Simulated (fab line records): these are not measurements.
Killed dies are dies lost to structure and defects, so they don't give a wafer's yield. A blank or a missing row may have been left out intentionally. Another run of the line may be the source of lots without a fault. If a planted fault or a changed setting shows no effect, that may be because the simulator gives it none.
Check of tool commonality | flow nand harc | Lots sampled 14, wafers sampled 42

## WHY IT WAS OPENED
On 2 of the 14 lots, a flag is raised at NHARC_A_M0_CD_MEAS_09 on the reading cd nm. Fault-free wafers read 80.1 nm, with a standard deviation of 0.9.
Rule: a lot is flagged when every wafer of it that has a number lies more than 4 standard deviations from that mean, or none has a number. As for the other lots, they are considered sound.

lot  | measured     | on        | cd nm (nm), wafer by wafer | flag
L265 | day 23 00:50 | cd sem-03 | 80.3 81.7 81.6             |
L267 | day 23 09:14 | cd sem-01 | 81.4 82.3 80.2             |
L268 | day 24 01:03 | cd sem-03 | 79.3 79.5 79.2             |
L272 | day 25 06:25 | cd sem-02 | 95.5 95.2 95.7             | FLAGGED
L273 | day 26 09:03 | cd sem-01 | 92.2 92.2 92.3             | FLAGGED
L278 | day 28 11:25 | cd sem-03 | 81.3 79.9 80.0             |
L280 | day 28 15:10 | cd sem-01 | 79.3 78.2 78.6             |
L281 | day 29 02:56 | cd sem-01 | 79.5 80.3 79.7             |
L282 | day 29 11:13 | cd sem-02 | 79.8 80.2 80.2             |
L285 | day 30 11:20 | cd sem-01 | 80.2 79.9 79.6             |
L283 | day 30 15:08 | cd sem-03 | 78.6 78.4 78.9             |
L284 | day 30 18:43 | cd sem-03 | 79.9 81.5 80.6             |
L287 | day 31 07:57 | cd sem-03 | 79.8 80.7 80.1             |
L288 | day 32 18:04 | cd sem-01 | 81.2 79.2 79.9             |
On average the flagged lots' numbers are 93.8 nm, which is +13.8 nm against the usual, or +15 standard deviations.

## WHICH TOOL EACH LOT WENT THROUGH
2 process steps preceding the reading are held in the record, out of 1302 steps in the route. Read each cell as the tool, then ch plus the chambers that the sampled wafers visited, then the start.
lot  | flag    | NHARC_A_BLC_STRIP_29               | NHARC_A_M0_PEB_07
L265 |         | rie diel-09 ch 1,2,3, day 22 21:54 | litho track-01 ch 0, day 23 00:45
L267 |         | rie diel-09 ch 0,2,3, day 23 05:59 | litho track-01 ch 0, day 23 09:10
L268 |         | rie diel-09 ch 1,2,3, day 23 22:16 | litho track-06 ch 0, day 24 00:58
L272 | FLAGGED | rie diel-11 ch 1,2, day 25 03:34   | litho track-04 ch 0, day 25 06:20
L273 | FLAGGED | rie diel-11 ch 0,2,3, day 26 06:17 | litho track-04 ch 0, day 26 08:58
L278 |         | rie diel-09 ch 1,2, day 28 08:42   | litho track-01 ch 0, day 28 11:20
L280 |         | rie diel-09 ch 0,1, day 28 12:19   | litho track-06 ch 0, day 28 15:05
L281 |         | rie diel-09 ch 2,3, day 29 00:04   | litho track-06 ch 0, day 29 02:52
L282 |         | rie diel-11 ch 0,3, day 29 08:31   | litho track-04 ch 0, day 29 11:08
L285 |         | rie diel-11 ch 1,2, day 30 08:35   | litho track-04 ch 0, day 30 11:15
L283 |         | rie diel-09 ch 0,1, day 30 12:19   | litho track-06 ch 0, day 30 15:03
L284 |         | rie diel-09 ch 1,2,3, day 30 16:00 | litho track-01 ch 0, day 30 18:38
L287 |         | rie diel-09 ch 1,3, day 31 05:05   | litho track-01 ch 0, day 31 07:52
L288 |         | rie diel-09 ch 0,3, day 32 15:16   | litho track-06 ch 0, day 32 17:59
What is done by these steps:
- NHARC_A_BLC_STRIP_29: strips in CF4.
- NHARC_A_M0_PEB_07: peb time 65 s.
- NHARC_A_M0_CD_MEAS_09: target cd 80 nm.

## FLAGGED OVER TOTAL, TOOL BY TOOL (the gauges that took the reading come last)
step                  | tool           | lots run | flagged | share of the flagged lots | sound lots run after its first flagged lot
NHARC_A_BLC_STRIP_29  | rie diel-09    | 10       | 0       | none                      | -
NHARC_A_BLC_STRIP_29  | rie diel-11    | 4        | 2       | all                       | 2 (L282,L285)
NHARC_A_M0_PEB_07     | litho track-01 | 5        | 0       | none                      | -
NHARC_A_M0_PEB_07     | litho track-04 | 4        | 2       | all                       | 2 (L282,L285)
NHARC_A_M0_PEB_07     | litho track-06 | 5        | 0       | none                      | -
NHARC_A_M0_CD_MEAS_09 | cd sem-01      | 6        | 1       | some                      | 4 (L280,L281,L285,L288)
NHARC_A_M0_CD_MEAS_09 | cd sem-02      | 2        | 1       | some                      | 1 (L282)
NHARC_A_M0_CD_MEAS_09 | cd sem-03      | 6        | 0       | none                      | -

## THE TABLE: WHAT IT ALLOWS
Table rows that saw every flagged lot: 2, namely rie diel-11 at NHARC_A_BLC_STRIP_29 and litho track-04 at NHARC_A_M0_PEB_07.
- rie diel-11 at NHARC_A_BLC_STRIP_29 ran 4 lots, 2 of them flagged. Sound lots followed the first flagged one (L282, L285) on it, something a lasting fault affecting the whole tool could not allow.
- litho track-04 at NHARC_A_M0_PEB_07 ran 4 lots, 2 of them flagged. Sound lots followed the first flagged one (L282, L285) on it, something a lasting fault affecting the whole tool could not allow. Its own readings lie more than 4 standard deviations out on every wafer of the flagged lots: heater power total W, plate temp C.
None of the table's rows ran every flagged lot and, after the first, no sound lot.

## WHAT THE SIMULATOR HAD PUT IN
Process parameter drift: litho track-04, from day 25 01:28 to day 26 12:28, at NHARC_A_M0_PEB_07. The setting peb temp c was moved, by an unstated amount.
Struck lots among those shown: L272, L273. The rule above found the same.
